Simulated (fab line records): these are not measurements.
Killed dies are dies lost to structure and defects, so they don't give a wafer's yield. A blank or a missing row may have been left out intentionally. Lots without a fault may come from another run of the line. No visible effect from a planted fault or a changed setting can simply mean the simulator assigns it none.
Chamber matching :: flow nandHarc :: 4 sister chambers for NHARC_A_CONTACT_CMP_20 on cmp-02
The step polishes, t overpolish 30 s, target thk 300 nm. 8 wafers are shown with their chamber, then 7 later ones without.

## WAFERS PAIRED WITH THEIR CHAMBERS
wafer: L260.1
chamber: 1
motorCurrentA (A): 11.5
timeToEndpointS (s): 63

wafer: L264.1
chamber: 1
motorCurrentA (A): 11.5
timeToEndpointS (s): 61

wafer: L268.1
chamber: 3
motorCurrentA (A): 14.4
timeToEndpointS (s): 59

wafer: L273.1
chamber: 0
motorCurrentA (A): 11.3
timeToEndpointS (s): 67

wafer: L273.2
chamber: 2
motorCurrentA (A): 11.1
timeToEndpointS (s): 62

wafer: L273.6
chamber: 0
motorCurrentA (A): 11.5
timeToEndpointS (s): 63

wafer: L275.1
chamber: 3
motorCurrentA (A): 14.1
timeToEndpointS (s): 60

wafer: L275.3
chamber: 2
motorCurrentA (A): 11.2
timeToEndpointS (s): 58

## WAFERS MISSING THEIR CHAMBER
wafer: L275.6
motorCurrentA (A): 10.9
timeToEndpointS (s): 62

wafer: L276.1
motorCurrentA (A): 11.5
timeToEndpointS (s): 58

wafer: L276.3
motorCurrentA (A): 11.6
timeToEndpointS (s): 63

wafer: L276.5
motorCurrentA (A): 11.2
timeToEndpointS (s): 61

wafer: L277.3
motorCurrentA (A): 11.6
timeToEndpointS (s): 63

wafer: L277.4
motorCurrentA (A): 11.4
timeToEndpointS (s): 69

wafer: L277.6
motorCurrentA (A): 10.7
timeToEndpointS (s): 63

## CHAMBER TAKEN BY EACH
wafer: L275.6
from the rows above: can't be placed: 2 or 0
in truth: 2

wafer: L276.1
from the rows above: can't be placed: 1 or 2 or 0
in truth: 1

wafer: L276.3
from the rows above: can't be placed: 1 or 0
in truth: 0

wafer: L276.5
from the rows above: can't be placed: 2 or 1 or 0
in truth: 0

wafer: L277.3
from the rows above: can't be placed: 1 or 0
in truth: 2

wafer: L277.4
from the rows above: can't be placed: 0 or 1
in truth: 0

wafer: L277.6
from the rows above: can't be placed: 2 or 0
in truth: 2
Correct placement for 0 of the 7. These rows do not allow placing 7 (true chamber among the candidates in 6). 0 placed wrongly.
How it was worked out, from the rows above alone: a wafer's distance from a chamber is the root of the sum, over the readings, of the square of ((its reading less the chamber's mean) divided by the reading's scatter). The wafer belongs to the nearest chamber; if the next one is less than 2 further off, it can't be placed. A chamber's mean is the mean of its shown wafers. How the scatter is found: for the shown wafers, subtract from each reading the mean of its chamber, square and add these, divide the total by (wafers less chambers), then take the root.
